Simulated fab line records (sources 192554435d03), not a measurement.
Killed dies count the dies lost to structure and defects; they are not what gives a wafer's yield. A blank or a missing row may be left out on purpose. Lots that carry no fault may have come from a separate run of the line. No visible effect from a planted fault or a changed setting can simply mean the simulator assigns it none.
fab line records    flow n5-finfet
[record] lots = 15  wafers = 43  last-day = 20
route steps=1938 shown BEOL_M4@1098 BEOL_M5@1128
lots untouched by any fault: they come from a run of this same line in which no faults occurred
start-h: the number of hours between the record's first day and the start of the first shown wafer of the lot    wait-h: hours since the lot's step before    " identical to the entry in the row above    L1.1+2: a single row standing in for several wafers    - value missing, or start not given    * or withheld: withheld    < > ~ a bound
route shown NAME@n: NAME is a module with steps in the file, n the number in the route of the first one    usual: the fault-free wafers' mean and standard deviation    same: alike in all rows    chamber/n: place in a boat    sites: the reading at each site    _std_site: their standard deviation    _edge_site: the outer-site mean with the inner-site mean subtracted    radius-mm: how far each site lies from the wafer's centre    mask NAME#n: copy n    behind: the tool/chamber that last shaped the wafer    hold: why the lot went on hold/how many hours it stayed there/how the hold came to an end    device: names the non-switching transistor (n, p or np)    end of line: at the end of the route, the tests of the same wafers    a step without rows: its recipe alone    killed: at the first sort, the dies lost to defects and structure; wafer yield is something else    map: shows each die of a wafer: x if killed, . if not, _ if none is there
set.NAME: the run value of the setting; set.NAME@STEP: its run value at that earlier step    model.NAME: the simulator's own value behind a step, which no gauge read
one table for each step of the route and one row for each wafer, over a sample of lots
services: the hour from which a tool's chamber was out of use, counted from the record's first day as start-h (under 0 if before that day), plus the number of hours and why
[[steps]]
[step N5_BEOL_M4_SPUTTER_94]
[recipe] material = Cu  target-thk-a = 45  temp-c = -20  chamber-pressure-pa = 0.07  power-w = withheld  time-s = 8.29
[usual] chuck-gas-flow-sccm = 1.27/0.052  throttle-valve-pct = 29.6/0.89
lot.wafer  tool            chamber  start-h  wait-h  chuck-gas-flow-sccm  throttle-valve-pct
L723.3     pvd-sputter-03  -        216.31   0.1     1.30                 31.2
L723.5     "               -        "        "       1.24                 28.8
L723.6     "               -        "        "       1.26                 29.1
L726.1     pvd-sputter-03  -        220.75   0.1     1.32                 29.0
L726.3     "               -        "        "       1.28                 28.6
L726.6     "               -        "        "       1.27                 28.3
L727.1     pvd-sputter-03  -        235.28   0.1     1.23                 30.1
L727.4     "               -        "        "       1.24                 29.0
L727.6     "               -        "        "       1.25                 28.7
L736.1     pvd-sputter-01  -        276.15   0.1     1.21                 28.9
L736.2     "               -        "        "       1.22                 30.6
L736.6     "               -        "        "       1.30                 28.9
L735.1     pvd-sputter-01  -        286.90   0.1     1.27                 28.6
L735.2     "               -        "        "       1.24                 30.7
L735.4     "               -        "        "       1.35                 28.8
L734.2     pvd-sputter-01  -        298.51   0.1     1.27                 29.1
L734.4     "               -        "        "       1.31                 30.4
L734.6     "               -        "        "       1.17                 30.8
L739.1     pvd-sputter-02  -        298.60   0.1     1.26                 29.3
L739.4     "               -        "        "       1.26                 29.0
L739.5     "               -        "        "       1.24                 29.6
L737.2     pvd-sputter-03  -        298.98   0.1     1.30                 28.9
L737.6     "               -        "        "       1.35                 31.3
L741.3     pvd-sputter-02  -        315.89   0.1     1.30                 30.4
L741.6     "               -        "        "       1.31                 29.5
L738.1     pvd-sputter-03  -        318.47   0.1     1.27                 30.0
L738.3     "               -        "        "       1.34                 28.8
L738.5     "               -        "        "       1.21                 31.3
L740.1     pvd-sputter-01  -        322.08   0.1     1.30                 30.6
L740.3     "               -        "        "       1.24                 28.5
L740.5     "               -        "        "       1.29                 28.6
L742.4     pvd-sputter-02  -        329.96   0.0     1.25                 30.6
L742.5     "               -        "        "       1.22                 29.3
L742.6     "               -        "        "       1.17                 28.8
L744.2     pvd-sputter-03  -        337.86   0.1     1.22                 31.2
L744.3     "               -        "        "       1.24                 29.2
L744.4     "               -        "        "       1.23                 29.8
L743.2     pvd-sputter-03  -        344.66   0.1     1.27                 29.1
L743.4     "               -        "        "       1.26                 29.7
L743.5     "               -        "        "       1.32                 30.9
L745.1     pvd-sputter-02  -        347.92   0.1     1.24                 29.0
L745.4     "               -        "        "       1.31                 29.6
L745.6     "               -        "        "       1.21                 30.4
[step N5_BEOL_M5_INSPECT_13]
[recipe] mode = adi  inspect-instrument = brightfield
[usual] raw-defect-count = 421/100
lot.wafer  tool               chamber  start-h  wait-h  raw-defect-count
L723.3     defect-inspect-02  -        223.71   0.0     395
L723.5     "                  -        "        "       584
L723.6     "                  -        "        "       320
L726.1     defect-inspect-02  -        224.33   0.1     319
L726.3     "                  -        "        "       481
L726.6     "                  -        "        "       373
L727.1     defect-inspect-02  -        240.92   0.1     419
L727.4     "                  -        "        "       475
L727.6     "                  -        "        "       426
L736.1     defect-inspect-01  -        283.10   0.1     297
L736.2     "                  -        "        "       387
L736.6     "                  -        "        "       362
L735.1     defect-inspect-01  -        292.08   0.1     341
L735.2     "                  -        "        "       480
L735.4     "                  -        "        "       327
L734.2     defect-inspect-02  -        302.73   0.0     608
L734.4     "                  -        "        "       517
L734.6     "                  -        "        "       487
L739.1     defect-inspect-01  -        303.04   0.1     460
L739.4     "                  -        "        "       424
L739.5     "                  -        "        "       401
L737.2     defect-inspect-02  -        303.30   0.0     386
L737.6     "                  -        "        "       384
L741.3     defect-inspect-01  -        321.85   0.0     376
L741.6     "                  -        "        "       418
L738.1     defect-inspect-01  -        323.44   0.1     472
L738.3     "                  -        "        "       395
L738.5     "                  -        "        "       352
L740.1     defect-inspect-02  -        326.38   0.1     469
L740.3     "                  -        "        "       430
L740.5     "                  -        "        "       496
L742.4     defect-inspect-02  -        335.07   0.0     317
L742.5     "                  -        "        "       322
L742.6     "                  -        "        "       448
L744.2     defect-inspect-01  -        342.20   0.0     321
L744.3     "                  -        "        "       263
L744.4     "                  -        "        "       347
L743.2     defect-inspect-02  -        349.01   0.0     433
L743.4     "                  -        "        "       380
L743.5     "                  -        "        "       413
L745.1     defect-inspect-01  -        352.30   0.1     350
L745.4     "                  -        "        "       315
L745.6     "                  -        "        "       440
[step N5_BEOL_M5_ETCH_72]
[recipe] chemistry = N2/H2  target = underlayer  target-depth-a = 65  mask-material = CAR-EUV  time-s = 5.2  ion-energy-ev = 200  pressure-mtorr = 30  source-w = 840  bias-w = 150  n2-flow-sccm = 200  h2-flow-sccm = 200  ends = cleared
[usual] bias-w = 150.0/0.46  chamber-pressure-mTorr = 30.00/0.04  drypump-motor-current-A = 5.6/0.32  etch-rf-on-time-s = 5.20/0.23  h2-flow-sccm = 200.0/0.57  oes-product-au = 0.66/0.055  rf-vpp-V = 523/3.1  showerhead-plenum-p-Torr = 2.52/0.093  throttle-valve-pct = 17.86/0.2
lot.wafer  tool         chamber  start-h  wait-h  bias-w  chamber-pressure-mTorr  drypump-motor-current-A  etch-rf-on-time-s  h2-flow-sccm  oes-product-au  rf-hours-counter-h  rf-vpp-V  showerhead-plenum-p-Torr  throttle-valve-pct
L723.3     rie-diel-02  1        223.91   0.0     150.5   30.07                   5.4                      4.91               199.7         0.73            75                  529       2.67                      17.58
L723.5     "            0        "        "       150.2   30.02                   5.6                      5.44               200.3         0.66            -                   521       2.47                      17.85
L723.6     "            3        "        "       149.7   30.00                   5.7                      5.54               199.9         0.62            -                   521       2.41                      17.92
L726.1     rie-diel-03  3        224.40   0.0     150.4   29.95                   4.9                      5.14               200.5         0.64            180                 526       2.64                      18.24
L726.3     "            1        "        "       149.7   30.01                   6.4                      5.28               199.7         0.65            166                 524       2.53                      17.77
L726.6     "            2        "        "       150.6   30.08                   5.4                      5.11               199.4         0.59            -                   528       2.60                      17.92
L727.1     rie-diel-02  3        240.99   0.0     149.8   30.01                   5.7                      5.49               199.5         0.61            212                 518       2.40                      17.94
L727.4     "            1        "        "       150.0   29.98                   5.5                      4.89               199.7         0.74            81                  530       2.67                      17.60
L727.6     "            0        "        "       150.6   29.99                   5.5                      5.34               198.8         0.67            -                   521       2.47                      17.88
L736.1     rie-diel-02  1        283.30   0.0     150.4   29.99                   5.4                      4.85               199.4         0.72            96                  527       2.66                      17.61
L736.2     "            2        "        "       149.5   30.01                   5.5                      4.94               200.2         0.63            208                 525       2.50                      17.89
L736.6     "            0        "        "       149.8   30.03                   5.5                      5.27               200.0         0.66            -                   523       2.47                      17.88
L735.1     rie-diel-02  1        292.15   0.0     150.1   29.97                   5.4                      4.83               200.2         0.71            100                 527       2.66                      17.64
L735.2     "            3        "        "       149.8   30.00                   5.7                      5.50               200.2         0.60            230                 520       2.40                      17.96
L735.4     "            0        "        "       149.8   29.99                   5.5                      5.25               199.9         0.66            132                 521       2.47                      17.89
L734.2     rie-diel-06  3        303.23   0.0     149.7   29.98                   5.8                      5.26               199.5         0.58            230                 521       2.51                      17.99
L734.4     "            0        "        "       149.6   29.98                   5.5                      5.20               199.7         0.73            51                  523       2.48                      17.56
L734.6     "            0        "        "       150.1   29.95                   5.5                      5.22               199.5         0.75            -                   523       2.48                      17.55
L739.1     rie-diel-03  0        303.32   0.0     150.6   29.91                   6.0                      5.47               200.0         0.69            72                  525       2.61                      18.11
L739.4     "            1        "        "       149.7   30.00                   6.5                      5.24               199.8         0.63            191                 523       2.52                      17.82
L739.5     "            3        "        "       150.0   29.98                   5.0                      5.10               200.1         0.62            -                   526       2.63                      18.29
L737.2     rie-diel-02  3        303.41   0.0     149.8   29.98                   5.7                      5.57               200.8         0.58            235                 521       2.39                      17.95
L737.6     "            2        "        "       149.9   29.93                   5.5                      4.91               200.4         0.63            -                   521       2.50                      17.89
L741.3     rie-diel-06  0        322.01   0.0     150.0   29.97                   5.5                      5.24               200.5         0.73            57                  523       2.48                      17.58
L741.6     "            0        "        "       150.1   29.96                   5.5                      5.28               200.9         0.74            -                   521       2.48                      17.56
L738.1     rie-diel-06  2        323.51   0.0     148.9   30.00                   5.9                      5.27               199.4         0.64            143                 517       2.35                      18.00
L738.3     "            1        "        "       149.6   29.94                   5.4                      5.24               199.9         0.68            103                 525       2.54                      17.69
L738.5     "            2        "        "       149.6   29.98                   5.8                      5.34               200.6         0.64            -                   518       2.35                      18.00
L740.1     rie-diel-06  0        326.66   0.0     149.0   29.96                   5.5                      5.20               200.1         0.74            59                  522       2.48                      17.58
L740.3     "            3        "        "       149.8   29.94                   5.8                      5.30               199.5         0.58            237                 522       2.50                      18.00
L740.5     "            2        "        "       150.0   29.98                   5.8                      5.34               199.9         0.64            -                   519       2.35                      18.00
L742.4     rie-diel-03  0        335.13   0.0     149.9   29.93                   6.0                      5.48               200.2         0.68            81                  524       2.61                      18.11
L742.5     "            3        "        "       149.6   29.98                   4.9                      5.08               200.0         0.62            -                   525       2.62                      18.32
L742.6     "            0        "        "       150.3   29.96                   6.0                      5.46               199.1         0.68            -                   526       2.61                      18.12
L744.2     rie-diel-02  2        342.52   0.0     149.8   30.03                   5.6                      4.97               200.4         0.62            230                 521       2.49                      17.92
L744.3     "            1        "        "       149.6   30.02                   5.4                      4.88               200.2         0.70            114                 529       2.65                      17.65
L744.4     "            3        "        "       150.5   29.95                   5.7                      5.66               199.7         0.58            247                 518       2.39                      17.99
L743.2     rie-diel-02  1        349.08   0.0     150.8   30.01                   5.4                      4.88               199.7         0.70            116                 527       2.65                      17.64
L743.4     "            0        "        "       150.1   29.94                   5.5                      5.30               200.6         0.65            151                 524       2.46                      17.94
L743.5     "            2        "        "       150.9   29.93                   5.5                      4.92               198.7         0.62            -                   524       2.49                      17.90
L745.1     rie-diel-03  3        352.37   0.0     150.7   30.05                   4.9                      5.07               200.1         0.62            221                 526       2.62                      18.34
L745.4     "            1        "        "       149.9   30.04                   6.5                      5.13               201.1         0.62            204                 523       2.51                      17.81
L745.6     "            0        "        "       149.8   29.97                   6.0                      5.48               201.3         0.67            -                   524       2.61                      18.11
[step N5_BEOL_M5_ETCH_62]
[recipe] chemistry = N2/H2  target = SOC  target-depth-a = 750  overetch-a = 150  mask-material = SiARC  temp-c = 40  time-s = 112.5  ion-energy-ev = 200  pressure-mtorr = 30  source-w = 840  bias-w = 150  n2-flow-sccm = 200  h2-flow-sccm = 200
[usual] bias-w = 150.0/0.43  chamber-pressure-mTorr = 30.000/0.029  drypump-motor-current-A = 5.6/0.32  h2-flow-sccm = 200.0/0.61  oes-product-au = 0.61/0.047  rf-vpp-V = 523.3/2.7  showerhead-plenum-p-Torr = 2.52/0.094  throttle-valve-pct = 17.82/0.2
lot.wafer  tool         chamber  start-h  wait-h  bias-w  chamber-pressure-mTorr  drypump-motor-current-A  h2-flow-sccm  oes-product-au  rf-hours-counter-h  rf-vpp-V  showerhead-plenum-p-Torr  throttle-valve-pct
L723.3     rie-diel-02  1        223.95   0.0     149.8   30.035                  5.5                      199.7         0.65            75                  527.1     2.67                      17.52
L723.5     "            0        "        "       149.8   29.988                  5.5                      200.8         0.63            -                   520.6     2.47                      17.83
L723.6     "            3        "        "       149.8   29.957                  5.7                      200.5         0.58            -                   519.7     2.41                      17.91
L726.1     rie-diel-03  3        224.44   0.0     150.6   29.982                  4.9                      200.5         0.60            180                 527.2     2.64                      18.21
L726.3     "            1        "        "       150.2   29.937                  6.5                      201.2         0.60            166                 523.2     2.53                      17.71
L726.6     "            2        "        "       150.3   29.968                  5.4                      200.7         0.54            -                   526.4     2.60                      17.90
L727.1     rie-diel-02  3        241.04   0.0     150.3   29.996                  5.7                      200.1         0.58            212                 519.6     2.40                      17.89
L727.4     "            1        "        "       149.5   29.991                  5.4                      199.8         0.65            81                  528.8     2.67                      17.53
L727.6     "            0        "        "       150.5   29.998                  5.5                      200.1         0.63            -                   521.4     2.47                      17.82
L736.1     rie-diel-02  1        283.35   0.0     -       -                       -                        -             -               -                   -         -                         -
L736.2     "            2        "        "       -       -                       -                        -             -               -                   -         -                         -
L736.6     "            0        "        "       -       -                       -                        -             -               -                   -         -                         -
L735.1     rie-diel-02  1        292.19   0.0     -       -                       -                        -             -               -                   -         -                         -
L735.2     "            3        "        "       -       -                       -                        -             -               -                   -         -                         -
L735.4     "            0        "        "       -       -                       -                        -             -               -                   -         -                         -
L734.2     rie-diel-06  3        303.28   0.0     -       -                       -                        -             -               -                   -         -                         -
L734.4     "            0        "        "       -       -                       -                        -             -               -                   -         -                         -
L734.6     "            0        "        "       -       -                       -                        -             -               -                   -         -                         -
L739.1     rie-diel-03  0        303.36   0.0     150.3   30.044                  6.0                      200.1         0.65            72                  524.9     2.61                      18.06
L739.4     "            1        "        "       149.5   30.017                  6.4                      200.4         0.59            191                 523.4     2.52                      17.75
L739.5     "            3        "        "       150.2   30.027                  4.9                      200.6         0.57            -                   527.2     2.63                      18.24
L737.2     rie-diel-02  3        303.45   0.0     149.8   29.995                  5.7                      199.4         0.57            235                 519.5     2.39                      17.94
L737.6     "            2        "        "       149.5   30.016                  5.6                      200.0         0.57            -                   523.4     2.50                      17.85
L741.3     rie-diel-06  0        322.05   0.0     151.1   29.960                  5.5                      199.3         0.68            57                  523.5     2.48                      17.53
L741.6     "            0        "        "       150.4   30.016                  5.5                      200.1         0.68            -                   523.1     2.48                      17.53
L738.1     rie-diel-06  2        323.56   0.0     149.9   30.011                  5.8                      200.0         0.60            143                 518.5     2.35                      17.95
L738.3     "            1        "        "       150.0   29.986                  5.4                      200.0         0.64            103                 524.9     2.54                      17.66
L738.5     "            2        "        "       150.2   29.969                  5.8                      200.8         0.60            -                   518.2     2.35                      17.96
L740.1     rie-diel-06  0        326.70   0.0     149.7   30.038                  5.5                      199.2         0.68            59                  521.3     2.48                      17.55
L740.3     "            3        "        "       149.9   30.003                  5.8                      199.7         0.54            237                 521.9     2.50                      17.97
L740.5     "            2        "        "       150.7   30.003                  5.9                      200.4         0.60            -                   518.0     2.35                      17.96
L742.4     rie-diel-03  0        335.18   0.0     150.7   30.020                  6.0                      200.3         0.65            81                  524.7     2.61                      18.09
L742.5     "            3        "        "       150.7   30.070                  4.9                      200.3         0.57            -                   526.1     2.62                      18.26
L742.6     "            0        "        "       149.7   29.976                  6.0                      199.8         0.65            -                   523.8     2.61                      18.08
L744.2     rie-diel-02  2        342.57   0.0     150.3   30.005                  5.5                      199.7         0.56            230                 523.5     2.49                      17.89
L744.3     "            1        "        "       150.2   30.003                  5.4                      200.6         0.62            114                 526.4     2.66                      17.59
L744.4     "            3        "        "       150.8   29.961                  5.7                      200.6         0.56            247                 519.7     2.39                      17.98
L743.2     rie-diel-02  1        349.13   0.0     150.2   30.000                  5.4                      199.4         0.62            116                 526.4     2.65                      17.60
L743.4     "            0        "        "       150.4   29.939                  5.5                      199.8         0.61            151                 521.8     2.46                      17.89
L743.5     "            2        "        "       150.6   30.033                  5.5                      200.6         0.56            -                   523.7     2.49                      17.86
L745.1     rie-diel-03  3        352.41   0.0     150.2   29.997                  4.9                      200.9         0.57            221                 525.8     2.62                      18.30
L745.4     "            1        "        "       149.5   29.996                  6.4                      201.8         0.58            204                 524.7     2.51                      17.81
L745.6     "            0        "        "       149.3   30.002                  6.0                      199.7         0.64            -                   525.0     2.61                      18.09
[step N5_BEOL_M5_HM_OPEN_17]
[recipe] chemistry = Cl2/BCl3  target-depth-a = 200  overetch-a = 60  target = TiN  mask-material = SOC  ion-energy-ev = 150  pressure-mtorr = 10  icp-w = 1000  bias-w = 126  Cl2_flow_sccm = 53.25  bcl3-flow-sccm = 21.75  Ar_flow_sccm = 25
[usual] drypump-motor-current-A = 5.67/0.14  oes-product-au = 0.73/0.044  throttle-valve-pct = 22.14/0.21
lot.wafer  tool          chamber  start-h  wait-h  drypump-motor-current-A  oes-product-au  rf-hours-counter-h  throttle-valve-pct
L723.3     rie-metal-02  0        224.15   0.1     5.67                     0.69            -                   21.87
L723.5     "             0        "        "       5.67                     0.68            -                   21.87
L723.6     "             1        "        "       5.38                     0.70            -                   22.10
L726.1     rie-metal-02  1        224.61   0.0     5.37                     0.70            31                  22.11
L726.3     "             1        "        "       5.36                     0.70            -                   22.10
L726.6     "             0        "        "       5.65                     0.69            -                   21.87
L727.1     rie-metal-02  0        241.21   0.0     5.66                     0.68            37                  21.86
L727.4     "             0        "        "       5.65                     0.69            -                   21.82
L727.6     "             0        "        "       5.66                     0.69            -                   21.86
L736.1     rie-metal-02  0        283.51   0.0     5.65                     0.29            42                  22.51
L736.2     "             1        "        "       5.36                     0.31            34                  22.76
L736.6     "             0        "        "       5.64                     0.30            -                   22.52
L735.1     rie-metal-03  1        292.36   0.0     5.72                     0.33            10                  22.82
L735.2     "             1        "        "       5.76                     0.33            -                   22.83
L735.4     "             1        "        "       5.68                     0.33            -                   22.83
L734.2     rie-metal-03  1        303.45   0.0     5.76                     0.33            13                  22.83
L734.4     "             1        "        "       5.73                     0.33            -                   22.84
L734.6     "             1        "        "       5.75                     0.32            -                   22.83
L739.1     rie-metal-02  0        303.53   0.0     5.65                     0.68            44                  21.86
L739.4     "             0        "        "       5.65                     0.68            -                   21.85
L739.5     "             0        "        "       5.67                     0.67            -                   21.86
L737.2     rie-metal-03  0        303.62   0.0     5.73                     0.85            0                   22.19
L737.6     "             1        "        "       5.73                     0.74            -                   22.17
L741.3     rie-metal-01  0        322.25   0.1     5.75                     0.73            -                   22.27
L741.6     "             0        "        "       5.74                     0.75            -                   22.28
L738.1     rie-metal-01  0        323.72   0.0     5.71                     0.73            21                  22.29
L738.3     "             1        "        "       5.85                     0.73            -                   22.48
L738.5     "             1        "        "       5.83                     0.73            -                   22.50
L740.1     rie-metal-01  1        326.87   0.0     5.85                     0.72            18                  22.53
L740.3     "             0        "        "       5.75                     0.73            -                   22.28
L740.5     "             0        "        "       5.74                     0.73            -                   22.28
L742.4     rie-metal-03  1        335.38   0.1     5.76                     0.73            -                   22.18
L742.5     "             1        "        "       5.71                     0.74            -                   22.18
L742.6     "             0        "        "       5.71                     0.83            -                   22.19
L744.2     rie-metal-03  1        342.74   0.0     5.70                     0.71            16                  22.21
L744.3     "             0        "        "       5.68                     0.80            -                   22.21
L744.4     "             1        "        "       5.71                     0.73            -                   22.19
L743.2     rie-metal-03  1        349.29   0.0     5.72                     0.73            17                  22.17
L743.4     "             1        "        "       5.73                     0.72            -                   22.19
L743.5     "             1        "        "       5.74                     0.73            -                   22.21
L745.1     rie-metal-03  0        352.58   0.0     5.71                     0.78            5                   22.21
L745.4     "             1        "        "       5.73                     0.72            -                   22.20
L745.6     "             0        "        "       5.72                     0.80            -                   22.19
[step N5_BEOL_M5_CD_MEAS_18]
[recipe] pitch-nm = 56  target-cd-nm = 28
[usual] cd-nm = 27.8/0.42
lot.wafer  tool       chamber  start-h  wait-h  cd-nm
L723.3     cd-sem-01  -        224.30   0.1     28.7
L723.5     "          -        "        "       27.5
L723.6     "          -        "        "       27.7
L726.1     cd-sem-03  -        224.79   0.0     28.0
L726.3     "          -        "        "       27.6
L726.6     "          -        "        "       28.3
L727.1     cd-sem-02  -        241.48   0.0     27.8
L727.4     "          -        "        "       27.6
L727.6     "          -        "        "       27.8
L736.1     cd-sem-01  -        283.99   0.1     -
L736.2     "          -        "        "       -
L736.6     "          -        "        "       -
L735.1     cd-sem-03  -        292.63   0.0     -
L735.2     "          -        "        "       -
L735.4     "          -        "        "       -
L734.2     cd-sem-03  -        303.63   0.1     -
L734.4     "          -        "        "       -
L734.6     "          -        "        "       -
L739.1     cd-sem-02  -        303.71   0.0     28.1
L739.4     "          -        "        "       28.5
L739.5     "          -        "        "       27.7
L737.2     cd-sem-03  -        303.80   0.1     27.8
L737.6     "          -        "        "       27.5
L741.3     cd-sem-02  -        322.41   0.1     27.8
L741.6     "          -        "        "       27.8
L738.1     cd-sem-02  -        323.90   0.0     27.3
L738.3     "          -        "        "       27.5
L738.5     "          -        "        "       27.3
L740.1     cd-sem-02  -        327.23   0.0     28.0
L740.3     "          -        "        "       27.1
L740.5     "          -        "        "       27.8
L742.4     cd-sem-02  -        335.67   0.1     27.4
L742.5     "          -        "        "       27.8
L742.6     "          -        "        "       27.4
L744.2     cd-sem-03  -        343.02   0.1     27.5
L744.3     "          -        "        "       27.9
L744.4     "          -        "        "       27.3
L743.2     cd-sem-03  -        349.48   0.1     28.0
L743.4     "          -        "        "       27.4
L743.5     "          -        "        "       27.4
L745.1     cd-sem-03  -        352.76   0.0     27.4
L745.4     "          -        "        "       27.4
L745.6     "          -        "        "       28.0
[[services]]
tool            chamber  start-h  hours  kind
rie-metal-01    -        193.38   14.6   pm
rie-metal-03    1        198.13   8.4    repair
rie-diel-03     3        200.07   23.7   repair
pvd-sputter-01  -        219.23   4.0    repair
rie-diel-03     2        220.43   3.6    repair
rie-metal-02    1        225.03   36.0   repair
rie-diel-02     3        230.01   2.4    repair
rie-diel-02     0        252.10   6.5    repair
rie-metal-03    -        256.49   1.2    repair
rie-metal-03    0        273.67   -      clean
rie-metal-03    0        273.67   26.6   scheduled-down
rie-metal-03    0        273.67   26.6   vent-cycle
rie-diel-03     2        285.40   -      clean
rie-diel-03     2        285.40   -      consumable-replace:focus-ring
rie-diel-03     2        285.40   16.3   scheduled-down
rie-diel-03     2        285.40   16.3   vent-cycle
rie-diel-06     2        331.76   38.5   repair
rie-diel-02     3        351.50   -      clean
rie-diel-02     3        351.50   -      consumable-replace:focus-ring
rie-diel-02     3        351.50   -      consumable-replace:showerhead
rie-diel-02     3        351.50   17.3   scheduled-down
rie-diel-02     3        351.50   17.3   vent-cycle
[[key]]
[first-sign] step = N5_BEOL_M5_ETCH_62  reading = tool-record  direction = missing
[effect] step = N5_BEOL_M5_HM_OPEN_17  reading = oes-product-au  direction = down  sigmas = 9.4  usual = 0.73  struck = 0.32
[effect] step = N5_BEOL_M5_CD_MEAS_18  reading = cd-nm  direction = missing
met-at N5_BEOL_M5_ETCH_62
struck-lots L734,L735,L736
later-rows-left-out L734.2,L734.4,L734.6,L735.1,L735.2,L735.4,L736.1,L736.2,L736.6
sort-left-out L734.2,L734.4,L734.6,L735.1,L735.2,L735.4,L736.1,L736.2,L736.6
not-acting-at N5_BEOL_M4_SPUTTER_94,N5_BEOL_M5_INSPECT_13,N5_BEOL_M5_ETCH_72
onset-between 241.04 283.35
[fault] kind = skipped-step-whole  tool = rie-diel-02,rie-diel-06  chamber = -  onset-h = 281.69  steps = N5_BEOL_M5_ETCH_62  scope = struck-lots-only
// sort-left-out: the simulated sort isn't trusted on such a fault, so these wafers' sort isn't shown, and their yield isn't known
// later-rows-left-out: the simulator's readings of these wafers behind a module that went badly wrong aren't trusted and aren't shown, but for the sort
